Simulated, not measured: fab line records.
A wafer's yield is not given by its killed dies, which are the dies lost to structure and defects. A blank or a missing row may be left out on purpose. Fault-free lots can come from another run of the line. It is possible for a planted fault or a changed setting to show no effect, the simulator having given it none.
Matching of chambers + flow n5 finfet + N5_MOL_CONTACT_COAG_ALD_123 on ald sin-04 has 4 sister chambers
The step deposits SiNx, target thk 5 nm, pulse time 1 s, purge time 2 s. 8 wafers are shown with their chamber, then 8 later ones without.

== EACH WAFER AND ITS CHAMBER ==
| wafer  | chamber | heater power w (W) | precursor pulse height rel |
|--------|---------|--------------------|----------------------------|
| L075.3 | 2       | 903                | 1.013                      |
| L082.5 | 1       | 999                | 1.005                      |
| L086.1 | 0       | 818                | 0.988                      |
| L086.4 | 3       | 744                | 1.001                      |
| L092.1 | 3       | 723                | 0.979                      |
| L092.2 | 0       | 764                | 0.996                      |
| L092.3 | 2       | 872                | 1.025                      |
| L092.4 | 1       | 939                | 0.988                      |

== WAFERS WITHOUT THEIR CHAMBER ==
| wafer  | heater power w (W) | precursor pulse height rel |
|--------|--------------------|----------------------------|
| L092.5 | 771                | 0.982                      |
| L092.6 | 932                | 1.021                      |
| L093.3 | 932                | 0.997                      |
| L093.4 | 715                | 1.001                      |
| L093.6 | 749                | 0.981                      |
| L095.1 | 760                | 1.042                      |
| L095.4 | 961                | 1.013                      |
| L095.6 | 864                | 1.009                      |

== CHAMBER TAKEN BY EACH ==
| wafer  | from the rows above          | in truth |
|--------|------------------------------|----------|
| L092.5 | can't be placed: 0 or 3      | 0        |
| L092.6 | can't be placed: 2 or 1      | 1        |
| L093.3 | can't be placed: 1 or 2      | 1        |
| L093.4 | can't be placed: 3 or 0      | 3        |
| L093.6 | can't be placed: 3 or 0      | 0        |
| L095.1 | can't be placed: 2 or 0 or 3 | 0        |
| L095.4 | can't be placed: 1 or 2      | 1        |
| L095.6 | can't be placed: 2 or 0      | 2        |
Placed correctly: 0 of 8. Cannot be placed on the basis of these rows: 8; the candidates contain the true chamber in 8. 0 placed wrongly.
How it was worked out, from the rows above alone: a wafer's distance from a chamber is the root of the sum, over the readings, of the square of ((its reading less the chamber's mean) divided by the reading's scatter). If the next closest chamber is less than 2 further off than the closest, the wafer can't be placed; otherwise it belongs to the closest. A chamber's mean is the mean of its shown wafers. How the scatter is found: for the shown wafers, subtract from each reading the mean of its chamber, square and add these, divide the total by (wafers less chambers), then take the root.
